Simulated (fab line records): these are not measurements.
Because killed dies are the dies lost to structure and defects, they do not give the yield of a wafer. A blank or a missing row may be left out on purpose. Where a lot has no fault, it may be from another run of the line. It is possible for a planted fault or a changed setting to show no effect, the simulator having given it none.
Matching of chambers || flow n5-finfet || N5_GATE_CUT_CMP_43 on cmp-02: 4 sister chambers
The step polishes SiO2. 8 wafers are shown with their chamber, then 8 later ones without.

WAFERS WITH THEIR CHAMBER
{"wafer": "L082.1", "chamber": 0, "motor-current-A (A)": 10.5}
{"wafer": "L082.2", "chamber": 1, "motor-current-A (A)": 10.8}
{"wafer": "L082.6", "chamber": 0, "motor-current-A (A)": 10.8}
{"wafer": "L084.1", "chamber": 1, "motor-current-A (A)": 11.3}
{"wafer": "L084.5", "chamber": 2, "motor-current-A (A)": 12.1}
{"wafer": "L088.5", "chamber": 3, "motor-current-A (A)": 13.0}
{"wafer": "L088.6", "chamber": 2, "motor-current-A (A)": 11.0}
{"wafer": "L090.1", "chamber": 3, "motor-current-A (A)": 13.2}

WAFERS WITH NO CHAMBER GIVEN
{"wafer": "L090.3", "motor-current-A (A)": 10.1}
{"wafer": "L090.5", "motor-current-A (A)": 11.8}
{"wafer": "L094.1", "motor-current-A (A)": 11.6}
{"wafer": "L094.2", "motor-current-A (A)": 10.0}
{"wafer": "L094.5", "motor-current-A (A)": 12.1}
{"wafer": "L095.1", "motor-current-A (A)": 10.7}
{"wafer": "L095.4", "motor-current-A (A)": 11.2}
{"wafer": "L095.6", "motor-current-A (A)": 11.8}

WHICH CHAMBER EACH WENT THROUGH
{"wafer": "L090.3", "from the rows above": "can't be placed: 0 or 1", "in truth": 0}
{"wafer": "L090.5", "from the rows above": "can't be placed: 2 or 1", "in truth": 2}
{"wafer": "L094.1", "from the rows above": "can't be placed: 2 or 1", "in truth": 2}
{"wafer": "L094.2", "from the rows above": "can't be placed: 0 or 1", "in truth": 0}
{"wafer": "L094.5", "from the rows above": "can't be placed: 2 or 3 or 1", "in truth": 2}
{"wafer": "L095.1", "from the rows above": "can't be placed: 0 or 1 or 2", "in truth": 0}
{"wafer": "L095.4", "from the rows above": "can't be placed: 1 or 2 or 0", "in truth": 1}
{"wafer": "L095.6", "from the rows above": "can't be placed: 2 or 1", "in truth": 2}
Correct placement for 0 of the 8. These rows do not allow placing 8 (true chamber among the candidates in 8). Number placed wrongly: 0.
How it was worked out, from the rows above alone: a wafer's distance from a chamber is the root of the sum, over the readings, of the square of ((its reading less the chamber's mean) divided by the reading's scatter). The wafer belongs to the nearest chamber; if the next one is less than 2 further off, it can't be placed. A chamber's mean is the mean of its shown wafers. The scatter is the square root of a quotient: the sum, over the shown wafers, of each reading's squared deviation from its chamber's mean, divided by wafers minus chambers.
